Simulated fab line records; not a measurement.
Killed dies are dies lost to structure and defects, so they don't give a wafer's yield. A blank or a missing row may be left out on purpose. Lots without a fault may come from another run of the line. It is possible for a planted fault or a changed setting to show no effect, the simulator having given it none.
Comparing a struck lot with a sound one || flow nand harc || 16 out of 1302 route steps
Sound: the wafers L829.1, L829.4, L829.5. Struck: wafer L819.6. (L819.2, L819.5 of the same lot were not struck and are left out.) The cause comes at the end.
For every step that has rows: the tool of each side, followed by ch and its chambers, followed by its first start. Under that, the readings that differ: sound wafers || struck wafers || difference of the means || sigmas: that difference in standard deviations of wafers without a fault.
alike: a reading whose means differ by less than 2 such deviations, as well as words and numbers matching on both sides. not compared: withheld readings; readings where some wafer has no value; bounds like >300 that might hide an equal value; numbers whose values overlap and for which the record gives no deviation.
A row with sigmas, a row that says differs or no value, or rows on one side alone: a step with any of these is where the two part. Numbers that don't overlap but have no deviation are shown without sigmas and don't part them. A reading that every wafer of one side lacks parts them only if that side has two wafers or more.

NHARC_A_ONON_D2_THK_MEAS_11: measures by ellipsometry.
  sound on film metro-01 at day 20 15:13; struck on film metro-02 at day 16 03:38
{"reading": "thk nm (nm)", "sound": "1002 1003 1001", "struck": 981, "difference": -21, "sigmas": -2}
then, no rows for these wafers at 1 step: NHARC_A_ONON_D2_DEP_12 (target thk 1000 nm).
NHARC_A_ONON_D2_THK_MEAS_14: measures by ellipsometry.
  sound on film metro-02 at day 20 15:47; struck on film metro-02 at day 16 04:11
  alike: thk nm
then, 2 steps without rows for these wafers: NHARC_A_ONON_D2_ANNEAL_15 (time 3600 s); NHARC_A_ONON_D2_DEP_16 (target thk 1000 nm).
NHARC_A_ONON_D2_THK_MEAS_18: measures by ellipsometry.
  sound on film metro-02 at day 20 23:14; struck on film metro-02 at day 16 11:31
  alike: thk nm
then, no rows for these wafers at 1 step: NHARC_A_ONON_D2_DEP_19 (target thk 1000 nm).
NHARC_A_ONON_D2_THK_MEAS_21: measures by ellipsometry.
  sound on film metro-02 at day 20 23:48; struck on film metro-02 at day 16 12:05
  alike: thk nm
then, no rows for these wafers at 1 step: NHARC_A_ONON_D2_DEP_22 (target thk 1000 nm).
NHARC_A_ONON_D2_THK_MEAS_24: measures by ellipsometry.
  sound on film metro-01 at day 21 00:22; struck on film metro-01 at day 16 12:59
{"reading": "thk nm (nm)", "sound": "1000 1000 997", "struck": 1015, "difference": "+16", "sigmas": "+2"}
then, no rows for these wafers at 1 step: NHARC_A_ONON_D2_DEP_25 (target thk 1000 nm).
NHARC_A_ONON_D2_THK_MEAS_27: measures by ellipsometry.
  sound on film metro-01 at day 21 00:56; struck on film metro-01 at day 16 13:42
  alike: thk nm
NHARC_A_ONON_D2_DEP_28: target thk 1000 nm.
  sound on pecvd onon-04 ch 0, day 21 00:59; struck on pecvd onon-04 ch 0, day 16 13:57
NHARC_A_ONON_D2_THK_MEAS_30: measures by ellipsometry.
  sound on film metro-01 at day 21 01:29; struck on film metro-01 at day 16 14:25
{"reading": "thk nm (nm)", "sound": "992 995 995", "struck": 1052, "difference": "+58", "sigmas": "+7"}
NHARC_A_ONON_D2_DEP_33: deposits SiO2, target thk 200 nm.
  sound on pecvd-04 ch 1,2, day 21 01:38; struck on pecvd-01 ch 2, day 16 14:33
  alike: heater power w, throttle valve pct
  not compared: since wet clean h
-- break in the record here, with 12 days between the starts of the struck wafers on either side (left off in module A_ONON_D2, picked up again in module END, where the first step shown is number 1302 on the route) --
NHARC_END_SORT_01:
  sound on prober-01 ch 0, day 32 08:17; struck on prober-01 ch 0, day 28 07:50
{"reading": "killed at array", "sound": "49 41 48", "struck": 671, "difference": "+625", "sigmas": "+52"}
{"reading": "killed at other", "sound": "0 0 1", "struck": 3, "difference": "+3", "sigmas": "+2"}
{"reading": "killed dies", "sound": "54 46 62", "struck": 677, "difference": "+623", "sigmas": "+48"}
  alike: killed at periphery, killed open, killed short

## WHERE THEY PART
At NHARC_A_ONON_D2_THK_MEAS_11 first; at NHARC_END_SORT_01 last (within this record only).

WHY: what had been put in by the simulator
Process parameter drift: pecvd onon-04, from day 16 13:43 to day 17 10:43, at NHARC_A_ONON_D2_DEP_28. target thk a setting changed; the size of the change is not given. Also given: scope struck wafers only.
